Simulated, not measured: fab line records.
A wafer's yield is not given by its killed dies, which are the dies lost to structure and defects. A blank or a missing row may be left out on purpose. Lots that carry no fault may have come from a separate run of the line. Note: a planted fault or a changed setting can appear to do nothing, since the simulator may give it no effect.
fab line records -- flow nand_harc
record lots=7, wafers=21, last_day=33
route steps=1302 shown P_ZERO_WELL@60 P_STI@69 END@1302
lots that met no fault: taken from a fault-free run of the same line
start_h: hours from the record's first day to the start of the lot's first wafer shown -- wait_h: hours elapsed since this lot's preceding step -- " identical to the entry in the row above -- L1.1+2: one row covering several wafers at once -- - no value, or no start was given -- * or withheld: withheld -- < > ~ a bound
route shown NAME@n: a module of which the file shows steps, and the number in the route of the first -- usual: mean and standard deviation over wafers with no fault -- same: alike in all rows -- chamber/n: place in a boat -- sites: per-site readings -- _std_site: the values' standard deviation -- _edge_site: the outer-site mean with the inner-site mean subtracted -- radius_mm: for every site, how far away it sits from the centre of the wafer -- mask NAME#n: copy n -- behind: the last tool/chamber to shape the wafer -- hold: the reason the lot was held/the length of the hold in hours/how it ended -- device: which transistor (n, p or np) failed to switch -- end of line: tests run on the same wafers once the route is complete -- a step without rows: its recipe alone -- killed: the dies lost at the first sort to structure and to defects; this is not the yield of the wafer -- map: per-die view of a wafer (x killed, . not killed, _ where there is no die)
set.NAME: the setting as run; set.NAME@STEP: as run at that earlier step -- model.NAME: the simulator's own value behind a step, which no gauge read
a table for each step, a row for each wafer; lots at some steps of the route
services: from which hour (start_h, from the record's first day; less than 0 if before it) a tool's chamber was out of use, for how many hours, and why
## steps
# step NHARC_P_ZERO_WELL_HARDBAKE_53
# recipe temp_c=125, time_s=80
# step NHARC_P_ZERO_WELL_DESCUM_54
# recipe time_s=3, o2_flow_sccm=200, ar_flow_sccm=0, bias_power_w=0, chemistry=O2
# usual drypump_motor_current_A=5.7/0.49, oes_product_au=1.000/0.0096, rf_vpp_V=57.7/1, showerhead_plenum_p_Torr=1.89/0.11, throttle_valve_pct=11.311/0.0085
lot.wafer,tool,chamber,start_h,wait_h,drypump_motor_current_A,oes_product_au,rf_hours_counter_h,rf_vpp_V,showerhead_plenum_p_Torr,throttle_valve_pct
L737.1,rie_diel-06,1,65.79,-,5.2,0.995,36,57.7,1.76,11.303
L737.4,rie_diel-06,2,65.79,-,4.9,0.996,30,57.6,1.92,11.314
L737.5,rie_diel-06,3,65.79,-,5.4,0.988,-,56.6,1.82,11.313
L739.4,rie_diel-09,0,86.04,-,5.9,1.006,34,57.4,1.78,11.309
L739.2,rie_diel-09,2,86.04,-,5.6,1.002,31,57.7,1.82,11.309
L739.6,rie_diel-09,0,86.04,-,5.9,1.013,-,56.4,1.78,11.304
L740.1,rie_diel-06,1,95.94,-,5.2,1.008,45,56.2,1.76,11.315
L740.4,rie_diel-06,2,95.94,-,4.9,1.001,41,56.4,1.91,11.317
L740.6,rie_diel-06,1,95.94,-,5.2,1.015,-,58.3,1.76,11.309
L753.3,rie_diel-09,1,226.11,-,6.3,0.979,22,57.1,2.05,11.300
L753.2,rie_diel-09,2,226.11,-,5.6,0.997,22,56.7,1.80,11.314
L753.6,rie_diel-09,3,226.11,-,6.2,1.002,-,59.5,2.07,11.313
L754.4,rie_diel-09,0,238.25,-,5.9,1.007,27,58.3,2.07,11.320
L754.3,rie_diel-09,1,238.25,-,6.3,0.985,25,59.3,2.05,11.305
L754.2,rie_diel-09,2,238.25,-,5.6,1.009,27,58.5,1.80,11.313
L755.2,rie_diel-09,2,246.33,-,5.6,0.992,29,58.1,1.80,11.303
L755.4,rie_diel-09,3,246.33,-,6.2,0.990,31,56.8,2.07,11.314
L755.6,rie_diel-09,1,246.33,-,6.3,0.967,-,56.3,2.05,11.316
L756.4,rie_diel-12,1,255.97,-,6.5,0.998,50,57.1,1.82,11.313
L756.2,rie_diel-12,0,255.97,-,6.3,1.001,57,57.8,1.97,11.310
L756.5,rie_diel-12,2,255.97,-,5.4,1.003,-,56.7,1.82,11.316
# step NHARC_P_ZERO_WELL_IMPLANT_55
# recipe energy_kev=180, dose_cm2=8e+11, tilt_deg=7
# step NHARC_P_ZERO_WELL_IMPLANT_61
# recipe energy_kev=30, dose_cm2=5e+11, tilt_deg=7
# step NHARC_P_ZERO_WELL_STRIP_56
# recipe time_s=840, temp_c=130, chemistry=SPM
# step NHARC_P_ZERO_WELL_PRECLEAN_68
# recipe time_s=60, temp_c=50, bath_age_min=0, chemistry=SC1
# step NHARC_P_ZERO_WELL_SRD_69
# step NHARC_P_ZERO_WELL_RTA_42
# recipe temp_c=1100, time_s=300
# usual lamp_power_pct=34.1/0.79, lamp_zone_2_pct=34.1/0.78, wafer_temp_C_max=1104.2/1
lot.wafer,tool,chamber,start_h,wait_h,lamp_power_pct,lamp_zone_2_pct,wafer_temp_C_max
L737.1,rtp_anneal-02,0,66.75,-,33.3,33.4,1103.5
L737.4,rtp_anneal-02,0,66.75,-,33.4,33.4,1104.6
L737.5,rtp_anneal-02,0,66.75,-,33.3,33.4,1104.3
L739.2,rtp_anneal-01,0,87.12,-,34.9,35.0,1104.1
L739.4,rtp_anneal-01,0,87.12,-,35.0,34.9,1105.4
L739.6,rtp_anneal-01,0,87.12,-,35.0,34.9,1103.9
L740.1,rtp_anneal-01,0,96.93,-,34.9,34.9,1104.5
L740.4,rtp_anneal-01,0,96.93,-,34.9,34.9,1104.7
L740.6,rtp_anneal-01,0,96.93,-,35.0,34.8,1105.1
L753.2,rtp_anneal-01,0,227.17,-,34.9,34.9,1103.8
L753.3,rtp_anneal-01,0,227.17,-,34.9,34.9,1104.8
L753.6,rtp_anneal-01,0,227.17,-,35.0,35.0,1105.0
L754.2,rtp_anneal-02,0,239.32,-,33.4,33.4,1103.7
L754.3,rtp_anneal-02,0,239.32,-,33.4,33.3,1103.0
L754.4,rtp_anneal-02,0,239.32,-,33.4,33.4,1103.1
L755.2,rtp_anneal-01,0,247.40,-,35.0,34.9,1103.9
L755.4,rtp_anneal-01,0,247.40,-,34.9,35.0,1105.0
L755.6,rtp_anneal-01,0,247.40,-,34.9,34.9,1104.9
L756.2,rtp_anneal-02,0,257.05,-,33.3,33.4,1102.6
L756.4,rtp_anneal-02,0,257.05,-,33.4,33.4,1104.7
L756.5,rtp_anneal-02,0,257.05,-,33.4,33.4,1102.9
# step NHARC_P_ZERO_WELL_INSPECT_43
# usual raw_defect_count=12/4.7
lot.wafer,tool,chamber,start_h,wait_h,raw_defect_count
L737.1,defect_inspect-01,-,67.43,0.6,12
L737.4,defect_inspect-01,-,67.43,0.6,15
L737.5,defect_inspect-01,-,67.43,0.6,17
L739.2,defect_inspect-01,-,87.69,0.5,11
L739.4,defect_inspect-01,-,87.69,0.5,18
L739.6,defect_inspect-01,-,87.69,0.5,15
L740.1,defect_inspect-01,-,97.60,0.6,9
L740.4,defect_inspect-01,-,97.60,0.6,8
L740.6,defect_inspect-01,-,97.60,0.6,9
L753.2,defect_inspect-01,-,227.75,0.5,17
L753.3,defect_inspect-01,-,227.75,0.5,10
L753.6,defect_inspect-01,-,227.75,0.5,5
L754.2,defect_inspect-01,-,239.89,0.5,13
L754.3,defect_inspect-01,-,239.89,0.5,8
L754.4,defect_inspect-01,-,239.89,0.5,10
L755.2,defect_inspect-01,-,247.98,0.5,9
L755.4,defect_inspect-01,-,247.98,0.5,12
L755.6,defect_inspect-01,-,247.98,0.5,6
L756.2,defect_inspect-02,-,257.62,0.5,10
L756.4,defect_inspect-02,-,257.62,0.5,9
L756.5,defect_inspect-02,-,257.62,0.5,21
# step NHARC_P_STI_ETCH_26
# recipe target_depth_a=110, chemistry=dHF, material=SiO2
# step NHARC_P_STI_PRECLEAN_27
# recipe time_s=*, temp_c=50, bath_age_min=0, chemistry=SC1
# step NHARC_P_STI_SRD_28
# step NHARC_P_STI_OXIDE_29
# recipe target_thk_a=100, temp_c=900, ox_time_s=1362, material=SiO2
lot.wafer,tool,chamber,start_h,wait_h
L737.1+4+5,furnace-03,0,71.39,-
L739.2+4+6,furnace-08,0,92.01,-
L740.1+4+6,furnace-03,0,100.85,-
L753.2+3+6,furnace-03,0,232.10,-
L754.2+3+4,furnace-03,0,243.14,-
L755.2+4+6,furnace-03,0,251.33,-
L756.2+4+5,furnace-08,0,263.15,-
# step NHARC_P_STI_HM_DEP_30
# recipe target_thk_a=800, temp_c=790, pressure_mtorr=300, time_s=873, material=Si3N4
# step NHARC_P_STI_DEHYDRATE_01
# recipe temp_c=150, time_s=120
# step NHARC_P_STI_HMDS_02
# recipe time_s=30
# step NHARC_P_STI_COAT_41
# recipe temp_c=200, time_s=65
# step NHARC_P_STI_COAT_03
# recipe spin_rpm=2000, resist_thk_nm=600
# step NHARC_P_STI_SOFTBAKE_04
# recipe temp_c=125, time_s=70
# step NHARC_P_STI_EBR_05
# step NHARC_P_STI_EXPOSE_06
# recipe na=0.55, target_cd_nm=200, dose_mj=37.69, mask_id=P_STI
# step NHARC_P_STI_PEB_07
# recipe peb_temp_c=128, peb_time_s=80
# step NHARC_P_STI_DEVELOP_08
# recipe time_s=50, dev_temp_c=22
# step NHARC_P_STI_CD_MEAS_09
# recipe target_cd_nm=200, landing_energy_ev=500
# usual cd_nm=200.8/1.9
lot.wafer,tool,chamber,start_h,wait_h,cd_nm
L737.1,cd_sem-02,0,82.61,-,201.4
L737.4,cd_sem-02,0,82.61,-,203.1
L737.5,cd_sem-02,0,82.61,-,201.1
L739.2,cd_sem-03,0,103.08,-,199.3
L739.4,cd_sem-03,0,103.08,-,202.2
L739.6,cd_sem-03,0,103.08,-,201.2
L740.1,cd_sem-02,0,113.90,-,199.0
L740.4,cd_sem-02,0,113.90,-,201.2
L740.6,cd_sem-02,0,113.90,-,201.6
L753.2,cd_sem-02,0,243.36,-,200.4
L753.3,cd_sem-02,0,243.36,-,202.8
L753.6,cd_sem-02,0,243.36,-,204.0
L754.2,cd_sem-02,0,254.36,-,200.1
L754.3,cd_sem-02,0,254.36,-,200.2
L754.4,cd_sem-02,0,254.36,-,200.7
L755.2,cd_sem-03,0,262.60,-,199.5
L755.4,cd_sem-03,0,262.60,-,200.0
L755.6,cd_sem-03,0,262.60,-,201.3
L756.2,cd_sem-01,0,274.35,-,199.2
L756.4,cd_sem-01,0,274.35,-,199.4
L756.5,cd_sem-01,0,274.35,-,197.0
# step NHARC_P_STI_OVL_MEAS_10
# usual overlay_x_nm=-1/6, overlay_y_nm=2/4.4
lot.wafer,tool,chamber,start_h,wait_h,overlay_x_nm,overlay_y_nm
L737.1,overlay-02,-,82.70,-,8,6
L737.4,overlay-02,-,82.70,-,8,6
L737.5,overlay-02,-,82.70,-,8,6
L739.2,overlay-02,-,103.16,-,-13,-1
L739.4,overlay-02,-,103.16,-,-14,-1
L739.6,overlay-02,-,103.16,-,-14,-1
L740.1,overlay-01,-,113.99,-,3,0
L740.4,overlay-01,-,113.99,-,2,0
L740.6,overlay-01,-,113.99,-,3,0
L753.2,overlay-01,-,243.45,-,0,-3
L753.3,overlay-01,-,243.45,-,-1,-4
L753.6,overlay-01,-,243.45,-,0,-3
L754.2,overlay-02,-,254.45,-,-2,3
L754.3,overlay-02,-,254.45,-,-2,3
L754.4,overlay-02,-,254.45,-,-2,3
L755.2,overlay-02,-,262.69,-,0,-2
L755.4,overlay-02,-,262.69,-,1,-1
L755.6,overlay-02,-,262.69,-,1,-1
L756.2,overlay-01,-,274.44,-,-8,4
L756.4,overlay-01,-,274.44,-,-8,4
L756.5,overlay-01,-,274.44,-,-9,4
# step NHARC_P_STI_INSPECT_11
# usual raw_defect_count=5.6/2.5
lot.wafer,tool,chamber,start_h,wait_h,raw_defect_count
L737.1,defect_inspect-01,-,82.73,0.0,3
L737.4,defect_inspect-01,-,82.73,0.0,3
L737.5,defect_inspect-01,-,82.73,0.0,6
L739.2,defect_inspect-01,-,103.20,0.0,9
L739.4,defect_inspect-01,-,103.20,0.0,8
L739.6,defect_inspect-01,-,103.20,0.0,7
L740.1,defect_inspect-02,-,114.02,0.0,2
L740.4,defect_inspect-02,-,114.02,0.0,5
L740.6,defect_inspect-02,-,114.02,0.0,3
L753.2,defect_inspect-01,-,243.48,0.0,39
L753.3,defect_inspect-01,-,243.48,0.0,24
L753.6,defect_inspect-01,-,243.48,0.0,28
L754.2,defect_inspect-02,-,254.48,0.0,32
L754.3,defect_inspect-02,-,254.48,0.0,31
L754.4,defect_inspect-02,-,254.48,0.0,42
L755.2,defect_inspect-01,-,262.73,0.0,27
L755.4,defect_inspect-01,-,262.73,0.0,31
L755.6,defect_inspect-01,-,262.73,0.0,33
L756.2,defect_inspect-02,-,274.47,0.0,4
L756.4,defect_inspect-02,-,274.47,0.0,5
L756.5,defect_inspect-02,-,274.47,0.0,2
# step NHARC_P_STI_HARDBAKE_13
# recipe temp_c=118, time_s=65
# step NHARC_END_SORT_01
# recipe temp_c=25
# usual killed_at_array=55/22, killed_at_other=1.1/1.4, killed_at_periphery=4/3.2, killed_dies=59/22, killed_open=3.3/1.8, killed_short=2.5/1.5
# same gross_dies=677
lot.wafer,tool,chamber,start_h,wait_h,killed_at_array,killed_at_other,killed_at_periphery,killed_dies,killed_open,killed_short
L755.2,prober-02,0,777.38,2.8,22,0,25,47,2,3
L755.4,prober-02,0,778.96,3.4,27,1,27,55,5,2
L755.6,prober-02,0,780.55,4.0,18,0,25,43,0,1
L754.2,prober-01,0,777.38,2.8,55,1,28,84,10,4
L754.3,prober-01,0,778.18,3.1,79,2,21,102,2,3
L754.4,prober-01,0,778.98,3.4,54,2,35,91,3,1
L753.2,prober-02,0,791.02,8.7,51,1,29,81,4,1
L753.3,prober-02,0,791.82,9.0,55,1,19,75,3,2
L753.6,prober-02,0,794.21,9.9,57,1,21,79,4,3
# killed by level:class
L755.2 P_STI:unspecified=23 A_CONTACT:chamber_film_flake=8 A_SLIT:chamber_film_flake=7 P_M1:geometric_particle:open=1 A_CHANNEL_FILL_D2:geometric_particle:short=1 A_WL_FILL:geometric_particle:short=1 A_M0:geometric_particle:short=1 A_M0:geometric_particle:open=1
L754.2 P_STI:unspecified=24 A_CHANNEL_HOLE_D2:chamber_film_flake=24 A_CHANNEL_HOLE_D1:chamber_film_flake=7 A_CONTACT:chamber_film_flake=6 A_SLIT:chamber_film_flake=5 P_CONTACT:geometric_particle:open=3 A_BLC:geometric_particle:open=2 A_M0:geometric_particle:open=2
L754.3 A_CHANNEL_HOLE_D2:chamber_film_flake=35 P_STI:unspecified=21 A_CHANNEL_HOLE_D1:chamber_film_flake=20 A_SLIT:chamber_film_flake=7 A_CONTACT:chamber_film_flake=5 A_M0:geometric_particle:open=2 A_STAIRCASE:chamber_film_flake=2 A_SGD_CUT:chamber_film_flake=2
L755.4 P_STI:unspecified=26 A_CONTACT:chamber_film_flake=10 A_SLIT:chamber_film_flake=4 A_M0:geometric_particle:open=3 A_STAIRCASE:chamber_film_flake=3 A_ONON_D1:geometric_particle:short=1 A_CHANNEL_HOLE_D2:geometric_particle:short=1 A_CHANNEL_FILL_D2:geometric_particle:open=1
L754.4 P_STI:unspecified=32 A_CHANNEL_HOLE_D2:chamber_film_flake=23 A_CHANNEL_HOLE_D1:chamber_film_flake=16 A_CONTACT:chamber_film_flake=8 A_SGD_CUT:chamber_film_flake=2 THIN_TSV:chamber_film_flake=2 P_M0:geometric_particle:open=1 A_WL_FILL:geometric_particle:short=1
L755.6 P_STI:unspecified=24 A_SLIT:chamber_film_flake=8 A_CONTACT:chamber_film_flake=4 A_STAIRCASE:chamber_film_flake=3 A_WL_FILL:chamber_film_flake=2 A_SGD_CUT:geometric_particle:short=1 P_GATE:chamber_film_flake=1
L753.2 A_SLIT:chamber_film_flake=26 P_STI:unspecified=26 A_CHANNEL_HOLE_D1:chamber_film_flake=15 A_CONTACT:chamber_film_flake=5 A_CHANNEL_FILL_D2:geometric_particle:open=2 P_CONTACT:geometric_particle:open=1 P_M1:geometric_particle:open=1 A_CHANNEL_FILL_D2:geometric_particle:short=1
L753.3 A_SLIT:chamber_film_flake=31 P_STI:unspecified=19 A_CHANNEL_HOLE_D1:chamber_film_flake=12 A_CONTACT:chamber_film_flake=4 A_ONON_D2:geometric_particle:open=1 A_CHANNEL_HOLE_D2:geometric_particle:open=1 A_SGD_CUT:geometric_particle:short=1 A_M0:geometric_particle:short=1
L753.6 A_SLIT:chamber_film_flake=28 P_STI:unspecified=19 A_CHANNEL_HOLE_D1:chamber_film_flake=14 A_CONTACT:chamber_film_flake=6 A_BONDPAD:chamber_film_flake=3 A_SOURCE_PLATE:geometric_particle:open=2 A_WL_FILL:geometric_particle:short=2 P_M0:geometric_particle:open=1
# map L753.2 (x killed, . not)
____________.____________
_________......._________
_______..x....x..._______
______.............______
_____..............._____
____............x...x____
____.................____
___...............x.xx___
___........x...x......___
__x....x....x..........__
__.............xx.....x__
_.....x.......xxx......._
_...............x.x....._
_.x.......x..xx........._
_..............xxx......_
_.x..........x.xx..x...._
..x.............x.......x
.........................
................x........
......x.....xx.......x...
.............x...........
_.............x.......x._
_...........x.......x..._
_x.................xx..._
_..........x....xx...xx._
_...x............xxxxx.x_
__.................xxxx__
__.................xx..__
___..............xx..x___
___.........x....x.xx.___
____x.........x....xx____
____..........x..x...____
_____..............._____
______.......x.....______
_______..........._______
_________......._________
____________.____________
# map L754.3 (x killed, . not)
____________.____________
_________x.....x_________
_______..........._______
______....x......xx______
_____.............x._____
____........x........____
____.x............x..____
___.....x..........xxx___
___.....x.x....x...x..___
__...x.x.....x..xx.....__
__...xx....x..xxx..x.x.__
_.x...xx...x..xx.xxx...._
_........x...xxxxx..x..._
_.........x..xxxx......._
_...........x.xxxxx....._
_...........x..xx.x....._
................x........
..........x.x.x..x.......
..x.........x.x..........
...........x.............
.....x...................
_................x......_
_..................x...._
_................x..x..._
_................xx....._
_.x...................x._
__...............xxxxx.__
__x................x..x__
___...............x.x.___
___........x....xxxxxx___
____...............x.____
____...............x.____
_____.........x....._____
______.....x...x...______
_______..........._______
_________.....x._________
____________.____________
## services
tool,chamber,start_h,hours,kind
rie_diel-12,-,44.56,0.2,repair
rie_diel-09,0,49.55,-,clean
rie_diel-09,1,49.55,-,clean
rie_diel-09,2,49.55,-,clean
rie_diel-09,3,49.55,-,clean
rie_diel-09,0,74.08,-,clean
rie_diel-09,1,74.08,-,clean
rie_diel-09,2,74.08,-,clean
rie_diel-09,3,74.08,-,clean
rie_diel-09,0,99.68,-,clean
rie_diel-09,1,99.68,-,clean
rie_diel-09,2,99.68,-,clean
rie_diel-09,3,99.68,-,clean
rie_diel-09,0,124.18,-,clean
rie_diel-09,3,129.91,4.4,repair
rie_diel-06,-,130.97,9.0,pm
rie_diel-09,-,143.45,9.0,pm
rie_diel-12,2,204.52,5.5,repair
rie_diel-06,-,216.99,1.8,repair
rie_diel-12,1,226.75,9.5,repair
rie_diel-12,3,228.41,2.4,repair
rie_diel-12,2,245.30,5.5,repair
rie_diel-12,-,252.51,1.0,repair
rie_diel-12,2,256.91,14.4,repair
## key
first_sign step=NHARC_P_STI_INSPECT_11, reading=raw_defect_count, direction=up, sigmas=11, usual=5.6, struck=31.9
effect step=NHARC_END_SORT_01, reading=killed_at_periphery, direction=up, sigmas=7, usual=4, struck=26
met_at NHARC_P_STI_OXIDE_29
struck_wafers L753.2,L753.3,L753.6,L754.2,L754.3,L754.4,L755.2,L755.4,L755.6
tester_left_out L753,L754,L755
onset_between 100.85 232.10
also_fits NHARC_P_ZERO_WELL_DESCUM_54:rie_diel-09
fault kind=chamber_particle_source, tool=furnace-03, chamber=0, onset_h=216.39, steps=NHARC_P_STI_OXIDE_29, rate_per_visit_cm2=0.041808, end_h=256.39
# tester_left_out: of these lots the tester's yield and bins aren't shown, on N5 and GAA mostly nor the transistor test; their killed dies are dies lost to structure and defects alone, not to doping, threshold or leakage, so they don't give the yield
